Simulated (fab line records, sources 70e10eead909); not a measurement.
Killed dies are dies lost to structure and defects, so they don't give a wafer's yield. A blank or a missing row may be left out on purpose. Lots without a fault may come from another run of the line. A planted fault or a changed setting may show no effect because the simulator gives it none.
Which tool did it? | flow nand_harc | 12 lots, 35 wafers sampled, at 5 steps of a route of 1302

WHAT THE GAUGES READ, wafer by wafer
NHARC_END_SORT_01.
lot  | measured     | on        | killed_at_array | killed_at_other | killed_at_periphery | killed_dies | killed_open | killed_short
L777 | day 27 11:46 | prober-02 | 45 70 72        | 0 0 0           | 4 4 2               | 49 74 74    | 1 2 5       | 3 1 2
L786 | day 31 17:40 | prober-02 | 75 82           | 0 1             | 5 3                 | 80 86       | 7 3         | 9 5
L788 | day 31 14:25 | prober-01 | 46 41 45        | 1 0 2           | 11 3 5              | 58 44 52    | 4 2 6       | 2 3 2
L790 | day 33 02:34 | prober-02 | 59 55 61        | 0 1 1           | 1 1 2               | 60 57 64    | 3 2 3       | 2 0 2

WHICH TOOL RAN EACH LOT (tool, then ch and the chambers of the sampled wafers, then the start)
lot  | NHARC_A_STAIRCASE_TRIM_226                    | NHARC_A_STAIRCASE_ETCH_230         | NHARC_A_STAIRCASE_ETCH_232                    | NHARC_A_STAIRCASE_ETCH_234
L771 | rie_diel-09 ch 0,1, day 16 11:02 or earlier   | rie_diel-03 ch 0,1, day 16 11:02   | rie_diel-03 ch 0,1, no start                  | rie_diel-03 ch 0, no start
L770 | rie_diel-10 ch 2,3, day 16 11:25 or earlier   | rie_diel-10 ch 0,3, day 16 11:25   | rie_diel-10 ch 0,2,3, no start                | rie_diel-10 ch 0,2, no start
L772 | rie_diel-03 ch 1,2,3, day 17 01:50 or earlier | rie_diel-10 ch 0,1,3, day 17 01:50 | rie_diel-10 ch 0,2,3, no start                | rie_diel-10 ch 1,2,3, no start
L773 | rie_diel-09 ch 1,2,3, day 17 07:44 or earlier | rie_diel-09 ch 0,2,3, day 17 07:44 | rie_diel-09 ch 1,2,3, no start                | rie_diel-09 ch 0,2,3, no start
L775 | rie_diel-03 ch 2,3, day 18 15:47 or earlier   | rie_diel-03 ch 1,2,3, day 18 15:47 | rie_diel-03 ch 2,3, no start                  | rie_diel-03 ch 0,2,3, no start
L777 | rie_diel-09 ch 1,2,3, day 18 22:42 or earlier | rie_diel-09 ch 1,2,3, day 18 22:42 | rie_diel-09 ch 0,3, day 27 11:46 or earlier   | rie_diel-09 ch 0,2, day 27 11:46 or earlier
L778 | rie_diel-10 ch 0,1,3, day 19 19:40 or earlier | rie_diel-10 ch 0,2, day 19 19:40   | rie_diel-10 ch 0,2,3, no start                | rie_diel-10 ch 0,1,2, no start
L779 | rie_diel-09 ch 0,2,3, day 19 22:34 or earlier | rie_diel-03 ch 0,1,2, day 19 22:34 | rie_diel-03 ch 0,1,3, no start                | rie_diel-03 ch 1,2,3, no start
L786 | rie_diel-10 ch 2,3, day 23 07:07 or earlier   | rie_diel-09 ch 2,3, day 23 07:07   | rie_diel-09 ch 0,1, day 31 17:40 or earlier   | rie_diel-09 ch 0,1, day 31 17:40 or earlier
L788 | rie_diel-09 ch 0,2,3, day 23 14:24 or earlier | rie_diel-03 ch 0,2, day 23 14:24   | rie_diel-03 ch 0,1,3, day 31 14:25 or earlier | rie_diel-03 ch 1,2, day 31 14:25 or earlier
L790 | rie_diel-10 ch 0,1,3, day 24 13:51 or earlier | rie_diel-03 ch 1,3, day 24 13:51   | rie_diel-03 ch 1,2,3, day 33 02:34 or earlier | rie_diel-03 ch 0,2,3, day 33 02:34 or earlier
L792 | rie_diel-10 ch 1,2,3, day 25 14:29 or earlier | rie_diel-10 ch 0,1,3, day 25 14:29 | rie_diel-10 ch 0,1,2, no start                | rie_diel-10 ch 0,2,3, no start
- NHARC_A_STAIRCASE_TRIM_226: chemistry O2, time 211.2 s.
- NHARC_A_STAIRCASE_ETCH_230: etches the open film in C4F8/O2, target depth 100 nm, time 40.5 s.
- NHARC_A_STAIRCASE_ETCH_232: etches the open film in C4F8/O2, target depth 100 nm, time 40.5 s.
- NHARC_A_STAIRCASE_ETCH_234: etches the open film in C4F8/O2, target depth 100 nm, time 40.5 s.

WHAT THE TOOLS THEMSELVES READ (means of the sampled wafers that have a number; where no wafer has one, the mark that the record gives instead)
NHARC_A_STAIRCASE_TRIM_226.
lot  | tool        | drypump_motor_current_A (A) | oes_product_au (a.u.) | rf_vpp_V (V) | showerhead_plenum_p_Torr (Torr) | throttle_valve_pct (%)
L771 | rie_diel-09 | 5.5                         | 1.004                 | 57.9         | 3.54                            | 17.039
L770 | rie_diel-10 | 5.2                         | 0.991                 | 58.1         | 3.60                            | 17.026
L772 | rie_diel-03 | 5.7                         | 1.008                 | 58.3         | 3.58                            | 17.035
L773 | rie_diel-09 | 5.6                         | 1.004                 | 58.1         | 3.57                            | 17.037
L775 | rie_diel-03 | 5.7                         | 1.006                 | 58.3         | 3.66                            | 17.034
L777 | rie_diel-09 | 5.6                         | 1.002                 | 57.9         | 3.56                            | 17.033
L778 | rie_diel-10 | 5.6                         | 0.993                 | 58.5         | 3.52                            | 17.047
L779 | rie_diel-09 | 5.3                         | 1.019                 | 57.3         | 3.50                            | 17.043
L786 | rie_diel-10 | 5.4                         | 0.992                 | 57.9         | 3.61                            | 17.038
L788 | rie_diel-09 | 5.3                         | 0.998                 | 58.2         | 3.48                            | 17.031
L790 | rie_diel-10 | 5.5                         | 1.002                 | 57.8         | 3.50                            | 17.025
L792 | rie_diel-10 | 5.7                         | 1.003                 | 57.9         | 3.56                            | 17.033

NHARC_A_STAIRCASE_ETCH_230.
lot  | tool        | oes_product_au (a.u.) | rf_vpp_V (V) | run_length_s (s)
L771 | rie_diel-03 | 0.933                 | 890          | 61.8
L770 | rie_diel-10 | 0.939                 | 895          | 61.8
L772 | rie_diel-10 | 0.959                 | 897          | 61.8
L773 | rie_diel-09 | 0.941                 | 896          | 61.8
L775 | rie_diel-03 | 0.947                 | 898          | 62.1
L777 | rie_diel-09 | 0.954                 | 896          | 62.2
L778 | rie_diel-10 | 0.932                 | 901          | 62.0
L779 | rie_diel-03 | 0.968                 | 893          | 61.7
L786 | rie_diel-09 | 0.960                 | 896          | 63.1
L788 | rie_diel-03 | 0.928                 | 897          | 61.6
L790 | rie_diel-03 | 0.952                 | 893          | 62.2
L792 | rie_diel-10 | 0.946                 | 895          | 62.0

NHARC_A_STAIRCASE_ETCH_232.
lot  | tool        | oes_product_au (a.u.) | rf_vpp_V (V) | run_length_s (s)
L771 | rie_diel-03 | 0.936                 | 890          | 62.0
L770 | rie_diel-10 | 0.938                 | 898          | 62.0
L772 | rie_diel-10 | 0.940                 | 899          | 61.9
L773 | rie_diel-09 | 0.936                 | 899          | 61.8
L775 | rie_diel-03 | 0.937                 | 901          | 61.6
L777 | rie_diel-09 | 0.961                 | 895          | 61.4
L778 | rie_diel-10 | 0.938                 | 898          | 62.0
L779 | rie_diel-03 | 0.962                 | 894          | 62.2
L786 | rie_diel-09 | 0.950                 | 896          | 61.3
L788 | rie_diel-03 | 0.936                 | 893          | 61.9
L790 | rie_diel-03 | 0.944                 | 896          | 61.9
L792 | rie_diel-10 | 0.934                 | 897          | 62.5

NHARC_A_STAIRCASE_ETCH_234.
lot  | tool        | oes_product_au (a.u.) | rf_vpp_V (V) | run_length_s (s)
L771 | rie_diel-03 | 0.927                 | 890          | 61.6
L770 | rie_diel-10 | 0.943                 | 901          | 62.3
L772 | rie_diel-10 | 0.949                 | 899          | 62.0
L773 | rie_diel-09 | 0.952                 | 896          | 61.8
L775 | rie_diel-03 | 0.951                 | 897          | 61.7
L777 | rie_diel-09 | 0.963                 | 893          | 61.4
L778 | rie_diel-10 | 0.941                 | 898          | 62.1
L779 | rie_diel-03 | 0.949                 | 898          | 61.9
L786 | rie_diel-09 | 0.948                 | 896          | 61.4
L788 | rie_diel-03 | 0.935                 | 896          | 61.6
L790 | rie_diel-03 | 0.922                 | 895          | 61.8
L792 | rie_diel-10 | 0.937                 | 898          | 61.8

THE ANSWER, worked out from the rows above alone
Rule: what is usual is taken from the lots themselves. Put in order of their means at a reading, lots are off if they are a third of the lots or fewer, leave a main group of 4 or more, and stand apart from it by a gap of 3 or more times the standard deviation of the main group's means; of several such gaps the widest counts. A main group whose means are all the same, to the digits that the tables above print for the reading, isn't used. A lot without any number at a reading at which 4 lots or more have one is off too. The other lots that the step has rows for count as sound. The gauges are gone through in route order, then the tools' own readings, and for those a lot's mean is taken as printed above. The first step at which some lot is off is used, and at that step the reading that is off furthest; a lot without a number counts as furthest.
Off: L786, at NHARC_A_STAIRCASE_ETCH_230 (run_length_s). The main group: mean 61.9 s, standard deviation 0.19.
A tool fits if, at that step or a process step before it, it ran every lot that is off, and no sound lot after the first of them. NHARC_A_STAIRCASE_TRIM_226 gives no start for some lots, so the hours and the order of its lots are those of NHARC_A_STAIRCASE_ETCH_230. One fits: rie_diel-09 at NHARC_A_STAIRCASE_ETCH_230. Its last sound lot is L777 (day 18 22:42), its first lot that is off L786 (day 23 07:07): a fault that began between those two fits.
The tool's own readings at NHARC_A_STAIRCASE_ETCH_230 bear it out: on the lots that are off they differ by more than 5 times the standard deviation of the sound lots' means. run_length_s reads 63.1 s there against 61.9 s on the sound lots.

WHAT THE SIMULATOR HAD PUT IN
Process parameter drift: rie_diel-09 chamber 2, from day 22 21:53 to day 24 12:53, at NHARC_A_STAIRCASE_ETCH_230. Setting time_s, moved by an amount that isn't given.
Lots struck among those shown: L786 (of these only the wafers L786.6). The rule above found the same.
